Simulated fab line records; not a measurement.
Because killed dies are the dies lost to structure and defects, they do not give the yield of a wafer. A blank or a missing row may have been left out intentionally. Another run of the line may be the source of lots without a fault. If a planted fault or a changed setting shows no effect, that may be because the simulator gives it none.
fab line records + flow n5-finfet
record:
- lots: 5
- wafers: 15
- last-day: 16
route steps=1938 shown HKMG_FIN@430
lots with no fault: from the same line, run without faults
start-h: start of the lot's first displayed wafer, in hours after the record's first day + wait-h: hours since the lot's step before + " unchanged from the row above + L1.1+2: a row that stands for several wafers + - no value present, or no start provided + * or withheld: withheld + < > ~ a bound
route shown NAME@n: names a module that has steps shown in the file, with the first one's number in the route + usual: mean/standard deviation taken from wafers without a fault + same: alike in all rows + chamber/n: place in a boat + sites: each site's reading + _std_site: the values' standard deviation + _edge_site: the outer-site mean with the inner-site mean subtracted + radius-mm: for every site, how far away it sits from the centre of the wafer + mask NAME#n: copy n + behind: the last tool/chamber to shape the wafer + hold: why the lot went on hold/how many hours it stayed there/how the hold came to an end + device: whichever transistor did not switch (one of n, p or np) + end of line: at the end of the route, the tests of the same wafers + a step without rows: its recipe alone + killed: dies that structure and defects cost at the first sort, which is not the same as the wafer's yield + map: shows each die of a wafer: x if killed, . if not, _ if none is there
set.NAME: setting as actually run; set.NAME@STEP: the setting as run at that earlier step + model.NAME: the simulator's own value behind a step, which no gauge read
certain route steps with their lots: each step a table, each wafer a row
services: a tool's chamber out of use, with start hour (start-h, from the record's first day; less than 0 if before it), hours out, and reason
== steps ==
step: N5_HKMG_FIN_CD_MEAS_12
recipe:
- target-cd-nm: 92.8
- landing-energy-ev: 500
- detector: se-inlens
usual:
- cd-nm: 92.8/0.87
same:
- landing-energy-ev: 500
| lot.wafer | tool      | chamber | start-h | wait-h | cd-nm |
|-----------|-----------|---------|---------|--------|-------|
| L746.2    | cd-sem-03 | 0       | 98.27   | -      | 93.1  |
| L746.4    | "         | 0       | "       | "      | 92.8  |
| L746.5    | "         | 0       | "       | "      | 92.3  |
| L749.1    | cd-sem-03 | 0       | 110.49  | -      | 94.1  |
| L749.3    | "         | 0       | "       | "      | 95.0  |
| L749.5    | "         | 0       | "       | "      | 92.9  |
| L752.2    | cd-sem-03 | 0       | 130.32  | -      | 93.7  |
| L752.3    | "         | 0       | "       | "      | 91.7  |
| L752.6    | "         | 0       | "       | "      | 93.0  |
| L759.1    | cd-sem-02 | 0       | 169.57  | -      | 91.6  |
| L759.2    | "         | 0       | "       | "      | 92.1  |
| L759.4    | "         | 0       | "       | "      | 92.5  |
| L760.2    | cd-sem-01 | 0       | 176.78  | -      | 93.1  |
| L760.4    | "         | 0       | "       | "      | 94.0  |
| L760.6    | "         | 0       | "       | "      | 95.1  |
step: N5_HKMG_FIN_OVL_MEAS_13
recipe:
- points-per-wafer: 44
usual:
- NWFM_OVL: -0.2/0.72
| lot.wafer | tool       | chamber | start-h | wait-h | NWFM_OVL[nm] |
|-----------|------------|---------|---------|--------|--------------|
| L746.2    | overlay-02 | 0       | 98.30   | 0.0    | -0.8         |
| L746.4    | "          | 0       | "       | "      | -1.3         |
| L746.5    | "          | 0       | "       | "      | -0.1         |
| L749.1    | overlay-02 | 0       | 110.52  | 0.0    | -1.0         |
| L749.3    | "          | 0       | "       | "      | -0.5         |
| L749.5    | "          | 0       | "       | "      | -0.7         |
| L752.2    | overlay-02 | 0       | 130.34  | 0.0    | 0.9          |
| L752.3    | "          | 0       | "       | "      | 0.1          |
| L752.6    | "          | 0       | "       | "      | 1.1          |
| L759.1    | overlay-02 | 0       | 169.60  | 0.0    | 0.6          |
| L759.2    | "          | 0       | "       | "      | 0.9          |
| L759.4    | "          | 0       | "       | "      | 0.8          |
| L760.2    | overlay-01 | 0       | 176.81  | 0.0    | -0.6         |
| L760.4    | "          | 0       | "       | "      | 0.3          |
| L760.6    | "          | 0       | "       | "      | -0.2         |
step: N5_HKMG_FIN_INSPECT_14
recipe:
- mode: adi
- inspect-instrument: macro
usual:
- raw-defect-count: 2.2/1.5
| lot.wafer | tool              | chamber | start-h | wait-h | raw-defect-count |
|-----------|-------------------|---------|---------|--------|------------------|
| L746.2    | defect-inspect-01 | -       | 98.32   | 0.0    | 2                |
| L746.4    | "                 | -       | "       | "      | 3                |
| L746.5    | "                 | -       | "       | "      | 1                |
| L749.1    | defect-inspect-02 | -       | 110.54  | 0.0    | 2                |
| L749.3    | "                 | -       | "       | "      | 0                |
| L749.5    | "                 | -       | "       | "      | 2                |
| L752.2    | defect-inspect-01 | -       | 130.37  | 0.0    | 3                |
| L752.3    | "                 | -       | "       | "      | 0                |
| L752.6    | "                 | -       | "       | "      | 1                |
| L759.1    | defect-inspect-02 | -       | 169.62  | 0.0    | 4                |
| L759.2    | "                 | -       | "       | "      | 1                |
| L759.4    | "                 | -       | "       | "      | 3                |
| L760.2    | defect-inspect-02 | -       | 176.84  | 0.0    | 4                |
| L760.4    | "                 | -       | "       | "      | 5                |
| L760.6    | "                 | -       | "       | "      | 1                |
step: N5_HKMG_FIN_DESCUM_17
recipe:
- chemistry: O2
- time-s: 7.9
- source-power-w: 50
- bias-power-w: 20
- pressure-mtorr: 20
- rf-frequency-hz: 2.712e+07
- temp-c: 40
- resist: CAR-ArF
- o2-flow-sccm: 225
usual:
- drypump-motor-current-A: 5.60/0.3
- oes-product-au: 0.80/0.092
- rf-vpp-V: 242.7/1.3
- showerhead-plenum-p-Torr: 2.06/0.058
- throttle-valve-pct: 20.41/0.23
| lot.wafer | tool        | chamber | start-h | wait-h | drypump-motor-current-A | oes-product-au | rf-hours-counter-h | rf-vpp-V | showerhead-plenum-p-Torr | throttle-valve-pct |
|-----------|-------------|---------|---------|--------|-------------------------|----------------|--------------------|----------|--------------------------|--------------------|
| L746.2    | rie-diel-02 | 2       | 98.36   | 0.0    | 5.69                    | 0.74           | 180                | 241.7    | 2.06                     | 20.52              |
| L746.4    | "           | 3       | "       | "      | 5.75                    | 0.70           | 241                | 241.3    | 2.06                     | 20.70              |
| L746.5    | "           | 3       | "       | "      | 5.74                    | 0.69           | -                  | 242.4    | 2.06                     | 20.73              |
| L749.1    | rie-diel-03 | 3       | 110.58  | 0.0    | 5.89                    | 0.76           | 139                | 243.7    | 2.06                     | 20.03              |
| L749.3    | "           | 1       | "       | "      | 5.21                    | 0.82           | 89                 | 241.3    | 2.05                     | 20.47              |
| L749.5    | "           | 2       | "       | "      | 5.71                    | 0.95           | -                  | 243.5    | 2.13                     | 20.14              |
| L752.2    | rie-diel-03 | 2       | 130.40  | 0.0    | 5.71                    | 0.93           | 28                 | 244.2    | 2.12                     | 20.15              |
| L752.3    | "           | 0       | "       | "      | 5.11                    | 0.70           | 221                | 244.4    | 2.16                     | 20.31              |
| L752.6    | "           | 1       | "       | "      | 5.23                    | 0.81           | -                  | 241.7    | 2.05                     | 20.45              |
| L759.1    | rie-diel-02 | 2       | 169.65  | 0.0    | 5.68                    | 0.71           | 211                | 244.9    | 2.05                     | 20.57              |
| L759.2    | "           | 1       | "       | "      | 5.21                    | 0.75           | 128                | 242.4    | 2.01                     | 20.89              |
| L759.4    | "           | 2       | "       | "      | 5.66                    | 0.71           | -                  | 242.1    | 2.05                     | 20.55              |
| L760.2    | rie-diel-03 | 1       | 177.42  | 0.6    | 5.23                    | 0.80           | 111                | 243.2    | 2.05                     | 20.49              |
| L760.4    | "           | 0       | "       | "      | 5.09                    | 0.69           | 236                | 245.4    | 2.16                     | 20.34              |
| L760.6    | "           | 1       | "       | "      | 5.21                    | 0.80           | -                  | 240.1    | 2.05                     | 20.49              |
step: N5_HKMG_FIN_ETCH_31
recipe:
- chemistry: CF4
- target: SiARC
- target-depth-a: 455
- mask-material: CAR-ArF
- time-s: 75.8
- ion-energy-ev: 80
- pressure-mtorr: 40
- source-w: 545
- bias-w: 36
- Ar_flow_sccm: 100
- cf4-flow-sccm: 100
- ends: cleared
step: N5_HKMG_FIN_ETCH_32
recipe:
- chemistry: N2/H2
- target: SOC
- target-depth-a: 2400
- temp-c: 40
- time-s: 300
- ion-energy-ev: 200
- mask-material: SiARC
- pressure-mtorr: 30
- source-w: 840
- bias-w: 150
- n2-flow-sccm: 200
- h2-flow-sccm: 200
step: N5_HKMG_FIN_STRIP_33
recipe:
- chemistry: N2/H2
- temp-c: 40
- n2-flow-sccm: 200
- h2-flow-sccm: 200
- rf-frequency-hz: 6e+07
step: N5_HKMG_FIN_STRIP_34
recipe:
- chemistry: CF4
- resist: SiARC
- power-w: 300
- bias-power-w: 75
- pressure-mtorr: 50
- cf4-flow-sccm: 150
- rf-frequency-hz: 6e+07
usual:
- drypump-motor-current-A: 5.60/0.29
- oes-product-au: 0.79/0.087
- rf-vpp-V: 270.6/1.3
- showerhead-plenum-p-Torr: 1.77/0.045
- throttle-valve-pct: 13.60/0.24
| lot.wafer | tool        | chamber | start-h | wait-h | drypump-motor-current-A | oes-product-au | rf-hours-counter-h | rf-vpp-V | showerhead-plenum-p-Torr | throttle-valve-pct |
|-----------|-------------|---------|---------|--------|-------------------------|----------------|--------------------|----------|--------------------------|--------------------|
| L746.2    | rie-diel-02 | 2       | 98.64   | 0.0    | 5.71                    | 0.72           | 180                | 272.4    | 1.80                     | 13.81              |
| L746.4    | "           | 3       | "       | "      | 5.75                    | 0.69           | 242                | 271.0    | 1.77                     | 13.87              |
| L746.5    | "           | 3       | "       | "      | 5.74                    | 0.69           | -                  | 271.5    | 1.77                     | 13.87              |
| L749.1    | rie-diel-03 | 3       | 110.86  | 0.0    | 5.92                    | 0.76           | 140                | 271.3    | 1.78                     | 13.44              |
| L749.3    | "           | 1       | "       | "      | 5.21                    | 0.81           | 89                 | 271.7    | 1.74                     | 13.44              |
| L749.5    | "           | 2       | "       | "      | 5.70                    | 0.93           | -                  | 270.6    | 1.84                     | 13.35              |
| L752.2    | rie-diel-03 | 2       | 130.68  | 0.0    | 5.69                    | 0.92           | 29                 | 271.9    | 1.84                     | 13.36              |
| L752.3    | "           | 0       | "       | "      | 5.07                    | 0.69           | 221                | 271.9    | 1.85                     | 13.59              |
| L752.6    | "           | 1       | "       | "      | 5.23                    | 0.81           | -                  | 268.9    | 1.74                     | 13.47              |
| L759.1    | rie-diel-02 | 2       | 169.94  | 0.0    | 5.65                    | 0.70           | 211                | 270.1    | 1.79                     | 13.89              |
| L759.2    | "           | 1       | "       | "      | 5.20                    | 0.75           | 128                | 269.5    | 1.73                     | 13.93              |
| L759.4    | "           | 2       | "       | "      | 5.66                    | 0.70           | -                  | 272.2    | 1.79                     | 13.88              |
| L760.2    | rie-diel-03 | 1       | 177.70  | 0.0    | 5.22                    | 0.81           | 111                | 268.7    | 1.74                     | 13.47              |
| L760.4    | "           | 0       | "       | "      | 5.09                    | 0.68           | 236                | 271.3    | 1.84                     | 13.61              |
| L760.6    | "           | 1       | "       | "      | 5.24                    | 0.80           | -                  | 269.7    | 1.74                     | 13.50              |
step: N5_HKMG_FIN_ETCH_35
recipe:
- chemistry: N2/H2
- target: SOC
- target-depth-a: 2158
- ion-energy-ev: 65
- bias-w: 5
- source-w: 3000
- time-s: 243.4
- pressure-mtorr: 30
- n2-flow-sccm: 200
- h2-flow-sccm: 200
usual:
- drypump-motor-current-A: 5.61/0.3
- oes-product-au: 0.79/0.09
- rf-vpp-V: 141.3/0.94
- showerhead-plenum-p-Torr: 2.51/0.068
- throttle-valve-pct: 17.9/0.33
| lot.wafer | tool        | chamber | start-h | wait-h | drypump-motor-current-A | oes-product-au | rf-hours-counter-h | rf-vpp-V | showerhead-plenum-p-Torr | throttle-valve-pct |
|-----------|-------------|---------|---------|--------|-------------------------|----------------|--------------------|----------|--------------------------|--------------------|
| L746.2    | rie-diel-02 | 2       | 98.66   | 0.0    | 5.70                    | 0.74           | 180                | 140.3    | 2.52                     | 18.1               |
| L746.4    | "           | 3       | "       | "      | 5.79                    | 0.69           | 242                | 142.2    | 2.53                     | 18.4               |
| L746.5    | "           | 3       | "       | "      | 5.74                    | 0.69           | -                  | 141.8    | 2.53                     | 18.4               |
| L749.1    | rie-diel-03 | 3       | 110.88  | 0.0    | 5.92                    | 0.73           | 140                | 141.8    | 2.54                     | 17.7               |
| L749.3    | "           | 1       | "       | "      | 5.21                    | 0.82           | 89                 | 140.6    | 2.43                     | 17.4               |
| L749.5    | "           | 2       | "       | "      | 5.71                    | 0.92           | -                  | 141.8    | 2.58                     | 17.4               |
| L752.2    | rie-diel-03 | 2       | 130.70  | 0.0    | 5.70                    | 0.90           | 29                 | 141.7    | 2.57                     | 17.4               |
| L752.3    | "           | 0       | "       | "      | 5.09                    | 0.70           | 221                | 141.4    | 2.63                     | 17.8               |
| L752.6    | "           | 1       | "       | "      | 5.22                    | 0.80           | -                  | 141.9    | 2.43                     | 17.5               |
| L759.1    | rie-diel-02 | 2       | 169.96  | 0.0    | 5.69                    | 0.71           | 211                | 142.2    | 2.51                     | 18.2               |
| L759.2    | "           | 1       | "       | "      | 5.23                    | 0.76           | 128                | 140.7    | 2.45                     | 18.3               |
| L759.4    | "           | 2       | "       | "      | 5.68                    | 0.71           | -                  | 140.4    | 2.51                     | 18.1               |
| L760.2    | rie-diel-03 | 1       | 177.72  | 0.0    | 5.24                    | 0.80           | 111                | 142.2    | 2.42                     | 17.5               |
| L760.4    | "           | 0       | "       | "      | 5.08                    | 0.70           | 236                | 139.9    | 2.62                     | 17.8               |
| L760.6    | "           | 1       | "       | "      | 5.22                    | 0.80           | -                  | 141.8    | 2.42                     | 17.5               |
step: N5_HKMG_FIN_STRIP_92
recipe:
- chemistry: N2/H2
- material: SOC
- time-s: 20
- power-w: 500
- temp-c: 40
- pressure-mtorr: 50
- rf-frequency-hz: 6e+07
- bias-power-w: 8
- h2-frac: 0.5
- n2-flow-sccm: 300
- h2-flow-sccm: 300
usual:
- drypump-motor-current-A: 5.61/0.3
- oes-product-au: 0.79/0.085
- rf-vpp-V: 54.0/0.8
- showerhead-plenum-p-Torr: 3.32/0.087
- throttle-valve-pct: 19.1/0.56
| lot.wafer | tool        | chamber | start-h | wait-h | drypump-motor-current-A | oes-product-au | rf-hours-counter-h | rf-vpp-V | showerhead-plenum-p-Torr | throttle-valve-pct |
|-----------|-------------|---------|---------|--------|-------------------------|----------------|--------------------|----------|--------------------------|--------------------|
| L746.2    | rie-diel-02 | 2       | 98.81   | 0.1    | 5.69                    | 0.74           | 180                | 53.4     | 3.34                     | 19.7               |
| L746.4    | "           | 3       | "       | "      | 5.76                    | 0.69           | 242                | 53.1     | 3.34                     | 19.9               |
| L746.5    | "           | 3       | "       | "      | 5.76                    | 0.69           | -                  | 55.1     | 3.34                     | 19.9               |
| L749.1    | rie-diel-03 | 3       | 111.03  | 0.1    | 5.88                    | 0.75           | 140                | 55.4     | 3.36                     | 19.0               |
| L749.3    | "           | 1       | "       | "      | 5.24                    | 0.81           | 89                 | 54.1     | 3.22                     | 18.5               |
| L749.5    | "           | 2       | "       | "      | 5.71                    | 0.90           | -                  | 53.6     | 3.40                     | 18.5               |
| L752.2    | rie-diel-03 | 2       | 130.85  | 0.1    | 5.73                    | 0.88           | 29                 | 53.1     | 3.40                     | 18.5               |
| L752.3    | "           | 0       | "       | "      | 5.11                    | 0.69           | 221                | 54.6     | 3.47                     | 18.8               |
| L752.6    | "           | 1       | "       | "      | 5.23                    | 0.79           | -                  | 52.9     | 3.21                     | 18.5               |
| L759.1    | rie-diel-02 | 2       | 170.11  | 0.1    | 5.72                    | 0.72           | 211                | 54.7     | 3.32                     | 19.7               |
| L759.2    | "           | 1       | "       | "      | 5.20                    | 0.75           | 128                | 52.3     | 3.24                     | 19.2               |
| L759.4    | "           | 2       | "       | "      | 5.67                    | 0.72           | -                  | 52.7     | 3.32                     | 19.7               |
| L760.2    | rie-diel-03 | 1       | 177.87  | 0.1    | 5.25                    | 0.78           | 111                | 54.0     | 3.21                     | 18.5               |
| L760.4    | "           | 0       | "       | "      | 5.08                    | 0.70           | 236                | 54.0     | 3.46                     | 18.8               |
| L760.6    | "           | 1       | "       | "      | 5.26                    | 0.79           | -                  | 54.1     | 3.21                     | 18.5               |
step: N5_HKMG_FIN_WET_ETCH_18
recipe:
- chemistry: SC1
- target: TiN
- mix: 1:1:5
- temp-c: *
- time-s: 55
- target-depth-nm: 5.2
- dry: ipa-marangoni
- rinse-time-s: 30
- rinse-temp-c: 23
step: N5_HKMG_FIN_STRIP_19
recipe:
- chemistry: N2/H2
- power-w: 2500
- temp-c: 300
- h2-frac: 0.65
- time-s: 360
- pressure-mtorr: withheld
- n2-flow-sccm: 1750
- h2-flow-sccm: 3250
usual:
- drypump-motor-current-A: 5.4/0.62
- heater-power-w: 433/11
| lot.wafer | tool            | chamber | start-h | wait-h | drypump-motor-current-A | heater-power-w | rf-hours-counter-h |
|-----------|-----------------|---------|---------|--------|-------------------------|----------------|--------------------|
| L746.2    | plasma-asher-01 | 1       | 98.95   | 0.0    | 4.7                     | 451            | 40                 |
| L746.4    | "               | 1       | "       | "      | 4.7                     | 434            | -                  |
| L746.5    | "               | 0       | "       | "      | 5.9                     | 449            | -                  |
| L749.1    | plasma-asher-01 | 0       | 111.18  | 0.0    | 5.9                     | 442            | 43                 |
| L749.3    | "               | 0       | "       | "      | 5.9                     | 443            | -                  |
| L749.5    | "               | 1       | "       | "      | 4.7                     | 429            | -                  |
| L752.2    | plasma-asher-01 | 1       | 131.00  | 0.0    | 4.7                     | 437            | 49                 |
| L752.3    | "               | 0       | "       | "      | 5.9                     | 439            | -                  |
| L752.6    | "               | 1       | "       | "      | 4.7                     | 443            | -                  |
| L759.1    | plasma-asher-01 | 1       | 170.25  | 0.0    | 4.7                     | 447            | 59                 |
| L759.2    | "               | 0       | "       | "      | 5.9                     | 429            | 59                 |
| L759.4    | "               | 0       | "       | "      | 5.9                     | 434            | -                  |
| L760.2    | plasma-asher-02 | 1       | 178.02  | 0.0    | 6.2                     | 434            | 105                |
| L760.4    | "               | 0       | "       | "      | 4.8                     | 416            | -                  |
| L760.6    | "               | 1       | "       | "      | 6.2                     | 415            | -                  |
step: N5_HKMG_FIN_ALD_91
recipe:
- material: TiN
- target-thk-a: 10
- temp-c: 400
- ald-precursor-family: TiCl4
- ald-co-reactant: NH3
- pulse-time-s: 1
- purge-time-s: 3
- co-reactant-purge-time-s: 2
- co-reactant-pulse-time-s: 2
- ald-cycles: 47
- pressure-torr: 3
usual:
- ald-cycles: 47/0
- heater-power-w: 912/81
- precursor-pulse-height-rel: 1.000/0.021
same:
- pulse-time-s: 1
| lot.wafer | tool         | chamber | start-h | wait-h | ald-cycles | heater-power-w | precursor-pulse-height-rel |
|-----------|--------------|---------|---------|--------|------------|----------------|----------------------------|
| L746.2    | ald-metal-02 | 2       | 99.34   | 0.3    | 47         | 813            | 0.973                      |
| L746.4    | "            | 3       | "       | "      | 47         | 849            | 1.018                      |
| L746.5    | "            | 2       | "       | "      | 47         | 813            | 0.987                      |
| L749.1    | ald-metal-02 | 3       | 111.56  | 0.3    | 47         | 833            | 1.030                      |
| L749.3    | "            | 0       | "       | "      | 47         | 847            | 1.005                      |
| L749.5    | "            | 1       | "       | "      | 47         | 932            | 0.977                      |
| L752.2    | ald-metal-02 | 2       | 131.38  | 0.3    | 44         | 839            | 1.017                      |
| L752.3    | "            | 3       | "       | "      | 47         | 866            | 1.027                      |
| L752.6    | "            | 1       | "       | "      | 47         | 958            | 0.997                      |
| L759.1    | ald-metal-03 | 0       | 170.65  | 0.3    | 47         | 859            | 1.027                      |
| L759.2    | "            | 2       | "       | "      | 47         | 1056           | 1.010                      |
| L759.4    | "            | 1       | "       | "      | 47         | 1071           | 1.032                      |
| L760.2    | ald-metal-03 | 3       | 178.40  | 0.3    | 47         | 943            | 1.016                      |
| L760.4    | "            | 1       | "       | "      | 47         | 1060           | 0.987                      |
| L760.6    | "            | 3       | "       | "      | 47         | 929            | 1.011                      |
step: N5_HKMG_FIN_COAT_85
recipe:
- resist: SOC
- temp-c: 250
- time-s: 60
- spin-rpm: 1500
- resist-thk-nm: 300
== services ==
| tool            | chamber | start-h | hours | kind                          |
|-----------------|---------|---------|-------|-------------------------------|
| plasma-asher-01 | -       | 84.16   | 4.3   | pm                            |
| ald-metal-03    | 1       | 86.04   | 14.5  | repair                        |
| rie-diel-02     | -       | 91.15   | 2.8   | pm                            |
| plasma-asher-02 | -       | 101.08  | 0.9   | repair                        |
| ald-metal-03    | 0       | 105.20  | 1.5   | repair                        |
| rie-diel-02     | 1       | 112.26  | 2.7   | repair                        |
| rie-diel-02     | 3       | 116.22  | -     | clean                         |
| rie-diel-02     | 3       | 116.22  | -     | consumable-replace:focus-ring |
| rie-diel-02     | 3       | 116.22  | 31.6  | scheduled-down                |
| rie-diel-02     | 3       | 116.22  | 31.6  | vent-cycle                    |
| plasma-asher-02 | -       | 121.91  | 15.6  | pm                            |
| ald-metal-02    | 2       | 133.25  | 9.4   | repair                        |
| plasma-asher-02 | -       | 140.75  | 5.2   | repair                        |
| ald-metal-03    | 0       | 172.35  | 26.0  | repair                        |
== key ==
first-sign:
- step: N5_HKMG_FIN_ALD_91
- reading: ald-cycles
- direction: down
- sigmas: 99+
- usual: *
- struck: *
effect none on later readings
met-at N5_HKMG_FIN_ALD_91
struck-wafers L752.2
tester-left-out L752
onset-between 99.34 131.38
fault:
- kind: process-parameter-drift
- tool: ald-metal-02
- chamber: 2
- onset-h: 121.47
- steps: N5_HKMG_FIN_ALD_91
- channel: ald-cycles
- offset: *
- shape: step
- acts-in: *
- stated: *
tester-left-out: of these lots the tester's yield and bins aren't shown, on N5 and GAA mostly nor the transistor test; their killed dies are dies lost to structure and defects alone, not to doping, threshold or leakage, so they don't give the yield
